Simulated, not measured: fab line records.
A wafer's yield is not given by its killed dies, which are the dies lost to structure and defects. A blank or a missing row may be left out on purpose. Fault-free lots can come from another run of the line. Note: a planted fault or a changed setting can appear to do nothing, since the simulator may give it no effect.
A struck lot beside a sound one | flow nand-harc | 25 out of 1159 route steps
Sound: these wafers, L866.1, L866.3, L866.5. Struck: wafer L860.1. (L860.3, L860.6 of the same lot were not struck and are left out.) The cause comes at the end.
Each step with rows lists, per side, the tool, then ch with its chambers, then its first start. Under that, the readings that differ: sound wafers | struck wafers | difference of the means | sigmas: that difference in standard deviations of wafers without a fault.
alike: a reading whose means differ by less than 2 such deviations, as well as words and numbers matching on both sides. not compared: withheld readings; readings where some wafer has no value; bounds like >300 that might hide an equal value; numbers whose values overlap and for which the record gives no deviation.
The two part at a step that has a row with sigmas, a row that says differs or no value, or rows on one side only. When numbers do not overlap yet have no deviation, they are printed without sigmas and do not part them. Lack of a reading on every wafer of one side parts them only where that side has two or more wafers.

first, 1 step without rows for these wafers: NHARC_A_M0_SRD_25.
NHARC_A_M0_INSPECT_27:
  sound on defect-inspect-02, day 22 05:04; struck on defect-inspect-02, day 21 03:35
  alike: raw-defect-count
NHARC_A_M0_PRE_CLEAN_31: time 12 s.
  sound on pecvd-01 ch 0,1, day 22 05:08; struck on pecvd-04 ch 2, day 21 03:39
  alike: heater-power-w
NHARC_A_M0_DEP_32: deposits SiCN, target thk 30 nm.
  sound on pecvd-01 ch 0,1, day 22 05:13; struck on pecvd-04 ch 2, day 21 03:44
  alike: heater-power-w
then, 7 steps without rows for these wafers: NHARC_A_M1_DEP_00 (deposits SiOC, target thk 182.5 nm); NHARC_A_M1_DEHYDRATE_01 (time 120 s); NHARC_A_M1_HMDS_02 (time 30 s); NHARC_A_M1_COAT_34 (time 65 s); NHARC_A_M1_COAT_03 (resist thk 90 nm); NHARC_A_M1_SOFTBAKE_04 (time 55 s); NHARC_A_M1_EBR_05.
NHARC_A_M1_EXPOSE_06: exposes mask A M1, target cd 120 nm.
  sound on arfi-scanner-01 ch 0, day 22 06:10; struck on arfi-scanner-02 ch 0, day 21 04:43
  alike: mask
then, 2 steps without rows for these wafers: NHARC_A_M1_PEB_07 (peb time 65 s); NHARC_A_M1_DEVELOP_08 (develop time 35 s).
NHARC_A_M1_CD_MEAS_09 targets a cd of 120 nm.
  sound on cd-sem-01 ch 0, day 22 06:19; struck on cd-sem-03 ch 0, day 21 04:52
  reading    | sound             | struck | difference | sigmas
  cd-nm (nm) | 120.3 119.8 120.8 | 129.9  | +9.6       | +18
NHARC_A_M1_OVL_MEAS_10: pitch 240 nm.
  sound on overlay-02, day 22 06:24; struck on overlay-02, day 21 04:56
  alike: overlay-x-nm, overlay-y-nm
NHARC_A_M1_INSPECT_11:
  sound on defect-inspect-01, day 22 06:26; struck on defect-inspect-02, day 21 04:59
  alike: raw-defect-count
NHARC_A_M1_DESCUM_14: chemistry O2, time 3 s.
  sound on rie-diel-01 ch 0,3, day 22 06:31; struck on rie-diel-01 ch 3, day 21 05:04
  reading               | sound             | struck | difference | sigmas
  model.A_M1.cd-nm (nm) | 120.4 119.4 120.3 | 130.7  | +10.7      |
  alike: drypump-motor-current-A, oes-product-au, rf-vpp-V, showerhead-plenum-p-Torr, throttle-valve-pct
  not compared: rf-hours-counter-h
NHARC_A_M1_ETCH_35: etches the open film in N2/H2, target depth 40 nm, overetch 12 nm, time 43.94 s.
  sound on rie-diel-01 ch 0,2,3, day 22 06:36; struck on rie-diel-01 ch 0, day 21 05:09
  alike: drypump-motor-current-A, oes-product-au, rf-vpp-V, showerhead-plenum-p-Torr, throttle-valve-pct
  not compared: rf-hours-counter-h
NHARC_A_M1_ETCH_15: etches the open film in C4F8/Ar, target depth 182.5 nm, time 91.2 s.
  sound: rie-diel-01 ch 0,1,3; struck: rie-diel-01 ch 2
  reading               | sound             | struck | difference | sigmas
  oes-product-au (a.u.) | 0.980 0.963 0.981 | 0.927  | -0.048     | -2
  alike: rf-vpp-V
  not compared: rf-hours-counter-h
NHARC_A_M1_CD_MEAS_16:
  sound on cd-sem-03, day 22 06:48; struck on cd-sem-01, day 21 05:22
  reading    | sound             | struck | difference | sigmas
  cd-nm (nm) | 119.9 119.6 120.4 | 130.6  | +10.6      | +15
NHARC_A_M1_STRIP_18: strips in N2/H2.
  sound on rie-diel-10 ch 0,1,2, day 22 06:53; struck on rie-diel-01 ch 1, day 21 05:26
  reading                         | sound          | struck | difference | sigmas
  rf-vpp-V (V)                    | 89.7 88.7 89.4 | 91.6   | +2.3       | +2
  showerhead-plenum-p-Torr (Torr) | 1.93 2.00 1.97 | 2.16   | +0.19      | +2
  alike: drypump-motor-current-A, oes-product-au, throttle-valve-pct
  not compared: rf-hours-counter-h
NHARC_A_M1_ETCH_28: etches the open film in CF4/N2, target depth 30 nm, time 72.99 s.
  sound: rie-diel-10 ch 2,3; struck: rie-diel-01 ch 1
  reading               | sound             | struck | difference | sigmas
  rf-vpp-V (V)          | 312.9 315.4 311.6 | 317.5  | +4.2       | +2
  model.A_M1.cd-nm (nm) | 119.4 119.5 121   | 129.5  | +9.5       |
  alike: drypump-motor-current-A, oes-product-au, showerhead-plenum-p-Torr, throttle-valve-pct
  not compared: rf-hours-counter-h
then, 1 step without rows for these wafers: NHARC_A_M1_STRIP_19 (strips in post etch residue remover, time 600 s).
NHARC_END_SORT_01:
  at this point the record logs the struck wafers (prober-01 ch 0, day 23 01:04) and has no rows for the sound ones

== WHERE THEY PART ==
Last at NHARC_END_SORT_01 as far as this record goes, first at NHARC_A_M1_CD_MEAS_09.

WHY: what the simulator had put in
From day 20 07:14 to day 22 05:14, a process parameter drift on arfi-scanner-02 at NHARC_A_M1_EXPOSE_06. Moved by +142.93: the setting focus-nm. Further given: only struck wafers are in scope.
